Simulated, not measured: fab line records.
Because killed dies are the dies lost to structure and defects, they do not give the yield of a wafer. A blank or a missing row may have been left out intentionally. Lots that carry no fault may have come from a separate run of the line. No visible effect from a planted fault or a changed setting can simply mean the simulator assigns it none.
fab line records | flow n5-finfet | part 2 of 2: steps 6 to 6 of 6
record lots=8 | wafers=24 | last-day=15
route steps=1938 shown BEOL_M12@1637 BEOL_M15@1827 PASS1_DEP@1831 PASSIVATION@1936
lots with no fault: from the same line, run without faults
start-h: hours from the record's first day to the start of the lot's first wafer shown | wait-h: hours from the lot's prior step to this one | " identical to the entry in the row above | L1.1+2: a single row standing in for several wafers | - no value present, or no start provided | * or withheld: withheld | < > ~ a bound
route shown NAME@n: a module of which the file shows steps, and the number in the route of the first | usual: mean and standard deviation over wafers with no fault | same: alike in all rows | chamber/n: place in a boat | sites: readings site by site | _std_site: the standard deviation of these | _edge_site: outer sites' mean less inner sites' | radius-mm: for every site, how far away it sits from the centre of the wafer | mask NAME#n: copy n | behind: tool/chamber where the wafer was last shaped | hold: why the lot was held/for how many hours/how that ended | device: whichever transistor did not switch (one of n, p or np) | end of line: tests run on the same wafers once the route is complete | for a step that has no rows: nothing shown but its recipe | killed: dies that structure and defects cost at the first sort, which is not the same as the wafer's yield | map: dies across one wafer; x = killed, . = not, _ = none there
set.NAME: the setting as run; set.NAME@STEP: as run at that earlier step | model.NAME: the simulator's own value behind a step, which no gauge read
steps of the route over a sample of lots; a table a step, a row a wafer
services: when a tool's chamber went out of use (start-h, in hours from the record's first day, below 0 if earlier), for how many hours, and the reason
## steps
# step N5_PASSIVATION_PROBE_49
# usual defect-limited-yield=91.0/1.5 | killed_at_M0_to_M3=36/12 | killed_at_M4_up=14/5.5 | killed-at-contacts=11/4.8 | killed-at-front-end=42/12 | killed-at-other=3.7/2.7 | killed-dies=106/18 | killed-open=70/13 | killed-short=35/8.2 | sort_bin_5_function=5.3/1 | sort_bin_6_memory=3.3/0.69 | sort-n-pass=1074/18 | sort-yield-pct=91.0/1.5
# same gross-dies=1180 | killed-at-back-side=0 | sort_bin_4_leakage[%]=0 | sort_bin_8_speed[%]=0
lot.wafer | tool      | chamber | start-h | wait-h | defect-limited-yield[%] | killed_at_M0_to_M3 | killed_at_M4_up | killed-at-contacts | killed-at-front-end | killed-at-other | killed-dies | killed-open | killed-short | sort_bin_5_function[%] | sort_bin_6_memory[%] | sort-n-pass | sort-yield-pct[%]
L757.2    | prober-02 | -       | 297.34  | 0.1    | 89.7                    | 34                 | 24              | 13                 | 49                  | 1               | 121         | 75          | 39           | 5.4                    | 3.9                  | 1059        | 89.7
L757.4    | prober-02 | -       | 297.44  | 0.2    | 91.4                    | 36                 | 10              | 4                  | 51                  | 0               | 101         | 73          | 27           | 5.0                    | 3.2                  | 1079        | 91.4
L757.5    | prober-02 | -       | 297.49  | 0.2    | 89.5                    | 54                 | 14              | 14                 | 41                  | 1               | 124         | 76          | 46           | 6.4                    | 3.7                  | 1056        | 89.5
L758.1    | prober-02 | -       | 299.90  | 0.0    | 89.7                    | 48                 | 5               | 10                 | 56                  | 3               | 122         | 83          | 38           | 6.2                    | 3.9                  | 1058        | 89.7
L758.3    | prober-02 | -       | 300.00  | 0.1    | 91.9                    | 49                 | 13              | 6                  | 27                  | 1               | 96          | 71          | 25           | 4.4                    | 3.6                  | 1084        | 91.9
L758.5    | prober-02 | -       | 300.10  | 0.2    | 89.2                    | 52                 | 10              | 6                  | 56                  | 4               | 128         | 85          | 43           | 6.7                    | 3.5                  | 1052        | 89.2
L760.2    | prober-01 | -       | 300.51  | 0.1    | 88.7                    | 51                 | 12              | 11                 | 55                  | 4               | 133         | 89          | 42           | 7.3                    | 3.6                  | 1047        | 88.7
L760.3    | prober-01 | -       | 300.56  | 0.1    | 92.0                    | 27                 | 16              | 13                 | 32                  | 6               | 94          | 54          | 39           | 4.7                    | 2.8                  | 1086        | 92.0
L760.6    | prober-01 | -       | 300.71  | 0.3    | 89.8                    | 38                 | 17              | 11                 | 51                  | 3               | 120         | 87          | 32           | 5.9                    | 4.0                  | 1060        | 89.8
L762.1    | prober-01 | -       | 319.97  | 0.0    | 91.9                    | 20                 | 21              | 4                  | 46                  | 4               | 95          | 62          | 33           | 5.0                    | 2.8                  | 1085        | 91.9
L762.3    | prober-01 | -       | 320.07  | 0.1    | 90.6                    | 40                 | 11              | 7                  | 44                  | 9               | 111         | 77          | 33           | 5.8                    | 3.5                  | 1069        | 90.6
L762.6    | prober-01 | -       | 320.22  | 0.3    | 93.3                    | 12                 | 8               | 15                 | 41                  | 3               | 79          | 51          | 26           | 3.6                    | 2.7                  | 1101        | 93.3
L763.1    | prober-02 | -       | 326.51  | 0.0    | 92.5                    | 47                 | 8               | 10                 | 22                  | 2               | 89          | 54          | 35           | 4.4                    | 2.9                  | 1091        | 92.5
L763.4    | prober-02 | -       | 326.66  | 0.2    | 91.3                    | 48                 | 15              | 12                 | 25                  | 3               | 103         | 78          | 23           | 5.6                    | 3.1                  | 1077        | 91.3
L763.6    | prober-02 | -       | 326.76  | 0.3    | 90.5                    | 35                 | 9               | 20                 | 45                  | 3               | 112         | 70          | 42           | 5.5                    | 3.6                  | 1068        | 90.5
L764.1    | prober-01 | -       | 332.72  | 0.0    | 89.7                    | 38                 | 14              | 14                 | 52                  | 3               | 121         | 82          | 33           | 6.3                    | 3.8                  | 1059        | 89.7
L764.3    | prober-01 | -       | 332.82  | 0.1    | 90.7                    | 37                 | 12              | 7                  | 46                  | 8               | 110         | 74          | 34           | 5.0                    | 4.2                  | 1070        | 90.7
L764.4    | prober-01 | -       | 332.87  | 0.2    | 88.1                    | 54                 | 25              | 3                  | 52                  | 6               | 140         | 88          | 50           | 6.9                    | 4.7                  | 1040        | 88.1
L766.3    | prober-02 | -       | 348.21  | 0.5    | 93.6                    | 24                 | 13              | 10                 | 26                  | 2               | 75          | 54          | 21           | 3.3                    | 2.9                  | 1105        | 93.6
L766.4    | prober-02 | -       | 348.26  | 0.6    | 89.8                    | 32                 | 20              | 7                  | 57                  | 4               | 120         | 76          | 44           | 6.2                    | 3.6                  | 1060        | 89.8
L766.6    | prober-02 | -       | 348.36  | 0.7    | 91.9                    | 24                 | 24              | 8                  | 37                  | 2               | 95          | 61          | 32           | 4.8                    | 3.0                  | 1085        | 91.9
L768.2    | prober-01 | -       | 355.95  | 0.1    | 91.0                    | 27                 | 7               | 13                 | 57                  | 2               | 106         | 73          | 30           | 5.5                    | 3.1                  | 1074        | 91.0
L768.3    | prober-01 | -       | 356.00  | 0.1    | 90.9                    | 43                 | 9               | 10                 | 40                  | 5               | 107         | 72          | 34           | 5.6                    | 3.0                  | 1073        | 90.9
L768.6    | prober-01 | -       | 356.15  | 0.3    | 91.4                    | 34                 | 4               | 10                 | 51                  | 3               | 102         | 70          | 32           | 4.7                    | 3.6                  | 1078        | 91.4
# killed by level:class
L757.2 STI_FIN_REVEAL:geometric-particle:open=14 MOL_CONTACT_COAG:geometric-particle:open=10 BEOL_M3:geometric-particle:open=9 BEOL_M2:geometric-particle:open=8 HKMG_FIN:area-etch=7 BEOL_M4:geometric-particle:open=6 BEOL_M0_SAQP:geometric-particle:short=5 DUMMY_GATE:geometric-particle:open=4
L757.4 STI_FIN_REVEAL:geometric-particle:open=18 BEOL_M0_SAQP:geometric-particle:open=11 BEOL_M1:geometric-particle:open=6 BEOL_M2:geometric-particle:open=6 FIN_SAQP:geometric-particle:open=5 GATE_CUT:geometric-particle:short=5 STARTING-WAFER:geometric-particle:open=5 BEOL_M5:geometric-particle:open=4
L757.5 BEOL_M0_SAQP:geometric-particle:short=16 MOL_CONTACT_COAG:geometric-particle:open=13 BEOL_M2:geometric-particle:open=11 BEOL_M0_SAQP:geometric-particle:open=9 STI_FIN_REVEAL:geometric-particle:open=8 DUMMY_GATE:geometric-particle:open=8 BEOL_M3:geometric-particle:open=7 BEOL_M4:geometric-particle:open=6
L758.1 STI_FIN_REVEAL:geometric-particle:open=21 BEOL_M3:geometric-particle:open=12 FIN_SAQP:geometric-particle:open=9 MOL_CONTACT_COAG:geometric-particle:open=8 BEOL_M0_SAQP:geometric-particle:open=8 BEOL_M0_SAQP:geometric-particle:short=6 GATE_CUT:geometric-particle:short=6 BEOL_M1:geometric-particle:open=5
L758.3 BEOL_M1:geometric-particle:open=11 BEOL_M0:geometric-particle:open=11 BEOL_M0_SAQP:geometric-particle:open=8 BEOL_M3:geometric-particle:open=8 GATE_CUT:geometric-particle:short=6 STI_FIN_REVEAL:geometric-particle:open=6 BEOL_M4:geometric-particle:open=6 FIN_SAQP:geometric-particle:open=5
L758.5 FIN_SAQP:geometric-particle:open=16 BEOL_M0_SAQP:geometric-particle:open=16 BEOL_M0_SAQP:geometric-particle:short=13 STI_FIN_REVEAL:geometric-particle:open=9 FIN_SAQP:geometric-particle:short=8 BEOL_M1:geometric-particle:open=7 BEOL_M3:geometric-particle:open=7 GATE_CUT:geometric-particle:short=5
L760.2 STI_FIN_REVEAL:geometric-particle:open=21 BEOL_M3:geometric-particle:open=13 BEOL_M0_SAQP:geometric-particle:open=12 BEOL_M0_SAQP:geometric-particle:short=11 BEOL_M1:geometric-particle:open=8 FIN_SAQP:geometric-particle:short=7 DUMMY_GATE:geometric-particle:open=6 MOL_CONTACT_COAG:geometric-particle:open=6
L760.3 BEOL_M2:geometric-particle:open=11 MOL_CONTACT_COAG:geometric-particle:open=9 STI_FIN_REVEAL:geometric-particle:open=5 FIN_SAQP:geometric-particle:short=4 DUMMY_GATE:geometric-particle:open=4 GATE_CUT:geometric-particle:open=4 GATE_CUT:geometric-particle:short=4 MOL_CONTACT_COAG:geometric-particle:short=4
L760.6 STI_FIN_REVEAL:geometric-particle:open=22 FIN_SAQP:geometric-particle:open=9 MOL_CONTACT_COAG:geometric-particle:open=9 BEOL_M3:geometric-particle:open=8 BEOL_M0_SAQP:geometric-particle:open=7 BEOL_M0_SAQP:geometric-particle:short=6 BEOL_M2:geometric-particle:open=6 BEOL_M4:geometric-particle:open=6
L762.1 FIN_SAQP:geometric-particle:open=9 BEOL_M5:geometric-particle:open=8 FIN_SAQP:geometric-particle:short=7 DUMMY_GATE:geometric-particle:open=6 GATE_CUT:geometric-particle:short=6 STI_FIN_REVEAL:geometric-particle:open=5 BEOL_M0_SAQP:geometric-particle:open=4 BEOL_M2:geometric-particle:open=4
L762.3 STI_FIN_REVEAL:geometric-particle:open=13 BEOL_M3:geometric-particle:open=9 FIN_SAQP:geometric-particle:open=8 DUMMY_GATE:geometric-particle:open=7 BEOL_M0_SAQP:geometric-particle:open=7 BEOL_M2:geometric-particle:open=7 BEOL_M1:geometric-particle:open=6 PASS1_CAP:geometric-particle:short=6
L762.6 STI_FIN_REVEAL:geometric-particle:open=14 MOL_CONTACT_COAG:geometric-particle:open=11 FIN_SAQP:geometric-particle:short=7 BEOL_M3:geometric-particle:open=5 DUMMY_GATE:geometric-particle:open=5 GATE_CUT:geometric-particle:short=5 MOL_CONTACT_COAG:geometric-particle:short=4 BEOL_M2:geometric-particle:open=4
L763.1 BEOL_M0_SAQP:geometric-particle:short=11 BEOL_M1:geometric-particle:open=11 MOL_CONTACT_COAG:geometric-particle:open=8 BEOL_M3:geometric-particle:open=8 BEOL_M0_SAQP:geometric-particle:open=5 DUMMY_GATE:geometric-particle:open=4 BEOL_M2:geometric-particle:short=4 STARTING-WAFER:geometric-particle:short=4
L763.4 BEOL_M1:geometric-particle:open=24 MOL_CONTACT_COAG:geometric-particle:open=10 BEOL_M3:geometric-particle:open=7 BEOL_M0_SAQP:geometric-particle:short=5 BEOL_M0_SAQP:geometric-particle:open=5 BEOL_M4:geometric-particle:open=5 FIN_SAQP:geometric-particle:short=4 STI_FIN_REVEAL:geometric-particle:open=4
L763.6 MOL_CONTACT_COAG:geometric-particle:open=16 FIN_SAQP:geometric-particle:open=15 FIN_SAQP:geometric-particle:short=12 BEOL_M0_SAQP:geometric-particle:open=9 BEOL_M1:geometric-particle:open=9 BEOL_M0_SAQP:geometric-particle:short=7 BEOL_M3:geometric-particle:open=5 GATE_CUT:geometric-particle:short=4
L764.1 STI_FIN_REVEAL:geometric-particle:open=13 MOL_CONTACT_COAG:geometric-particle:open=12 FIN_SAQP:geometric-particle:open=10 BEOL_M3:geometric-particle:open=9 FIN_SAQP:geometric-particle:short=8 BEOL_M2:geometric-particle:open=6 GATE_CUT:geometric-particle:short=5 BEOL_M0_SAQP:geometric-particle:short=5
L764.3 STI_FIN_REVEAL:geometric-particle:open=15 GATE_CUT:geometric-particle:short=11 BEOL_M1:geometric-particle:open=11 BEOL_M2:geometric-particle:open=9 BEOL_M0_SAQP:geometric-particle:open=7 FIN_SAQP:geometric-particle:short=5 GATE_CUT:geometric-particle:open=5 MOL_CONTACT_COAG:geometric-particle:open=5
L764.4 STI_FIN_REVEAL:geometric-particle:open=13 BEOL_M0_SAQP:geometric-particle:open=10 BEOL_M3:geometric-particle:open=9 BEOL_M4:geometric-particle:open=9 FIN_SAQP:geometric-particle:short=8 GATE_CUT:geometric-particle:short=8 BEOL_M1:geometric-particle:open=8 BEOL_M2:geometric-particle:open=8
L766.3 BEOL_M0_SAQP:geometric-particle:open=10 MOL_CONTACT_COAG:geometric-particle:open=8 BEOL_M0_SAQP:geometric-particle:short=8 FIN_SAQP:geometric-particle:open=5 STI_FIN_REVEAL:geometric-particle:open=5 FIN_SAQP:geometric-particle:short=4 STARTING-WAFER:geometric-particle:open=4 DUMMY_GATE:geometric-particle:open=3
L766.4 STI_FIN_REVEAL:geometric-particle:open=13 FIN_SAQP:geometric-particle:open=11 BEOL_M0_SAQP:geometric-particle:short=11 BEOL_M4:geometric-particle:open=9 BEOL_M2:geometric-particle:open=9 BEOL_M0_SAQP:geometric-particle:open=8 FIN_SAQP:geometric-particle:short=7 DUMMY_GATE:geometric-particle:open=7
L766.6 BEOL_M4:geometric-particle:open=15 STI_FIN_REVEAL:geometric-particle:open=7 BEOL_M0_SAQP:geometric-particle:open=6 BEOL_M1:geometric-particle:open=6 FIN_SAQP:geometric-particle:short=5 MOL_CONTACT_COAG:geometric-particle:open=5 BEOL_M1:geometric-particle:short=5 STI_FIN_REVEAL:geometric-particle:short=4
L768.2 DUMMY_GATE:geometric-particle:open=18 MOL_CONTACT_COAG:geometric-particle:open=10 STI_FIN_REVEAL:geometric-particle:open=9 FIN_SAQP:geometric-particle:open=7 STARTING-WAFER:geometric-particle:short=7 BEOL_M2:geometric-particle:open=6 BEOL_M0_SAQP:geometric-particle:short=5 BEOL_M0_SAQP:geometric-particle:open=5
L768.3 STI_FIN_REVEAL:geometric-particle:open=12 BEOL_M2:geometric-particle:open=9 BEOL_M0_SAQP:geometric-particle:open=8 FIN_SAQP:geometric-particle:open=6 MOL_CONTACT_COAG:geometric-particle:open=6 BEOL_M0_SAQP:geometric-particle:short=6 BEOL_M1:geometric-particle:open=6 DUMMY_GATE:geometric-particle:open=4
L768.6 STI_FIN_REVEAL:geometric-particle:open=16 BEOL_M0_SAQP:geometric-particle:short=13 MOL_CONTACT_COAG:geometric-particle:open=10 FIN_SAQP:geometric-particle:open=9 DUMMY_GATE:geometric-particle:open=7 BEOL_M0_SAQP:geometric-particle:open=6 BEOL_M1:geometric-particle:open=5 GATE_CUT:geometric-particle:short=4
## services
tool        | chamber | start-h | hours | kind
pecvd-03    | 1       | 232.91  | 4.1   | repair
pecvd-04    | 1       | 243.10  | 2.1   | scheduled-down
rie-diel-01 | 1       | 246.01  | 6.7   | repair
pecvd-02    | 2       | 255.39  | 13.3  | repair
pecvd-01    | 0       | 275.00  | 5.5   | scheduled-down
pecvd-02    | -       | 284.87  | 1.5   | repair
pecvd-04    | 0       | 290.32  | 5.5   | scheduled-down
pecvd-03    | -       | 292.21  | 0.6   | repair
rie-diel-01 | 1       | 300.08  | 2.1   | repair
rie-diel-03 | -       | 306.71  | 2.8   | pm
pecvd-04    | 0       | 306.89  | 23.2  | repair
rie-diel-03 | 2       | 315.09  | 11.2  | repair
pecvd-04    | -       | 319.62  | 0.5   | repair
rie-diel-03 | 2       | 326.38  | -     | clean
rie-diel-03 | 2       | 326.38  | -     | consumable-replace:focus-ring
rie-diel-03 | 2       | 326.38  | 17.9  | scheduled-down
rie-diel-03 | 2       | 326.38  | 17.9  | vent-cycle
rie-diel-05 | 3       | 331.50  | 3.1   | repair
rie-diel-01 | 1       | 337.69  | -     | clean
rie-diel-01 | 1       | 337.69  | -     | consumable-replace:focus-ring
rie-diel-01 | 1       | 337.69  | -     | consumable-replace:showerhead
rie-diel-01 | 1       | 337.69  | 13.0  | scheduled-down
rie-diel-01 | 1       | 337.69  | 13.0  | vent-cycle
rie-diel-01 | 0       | 338.64  | 8.2   | repair
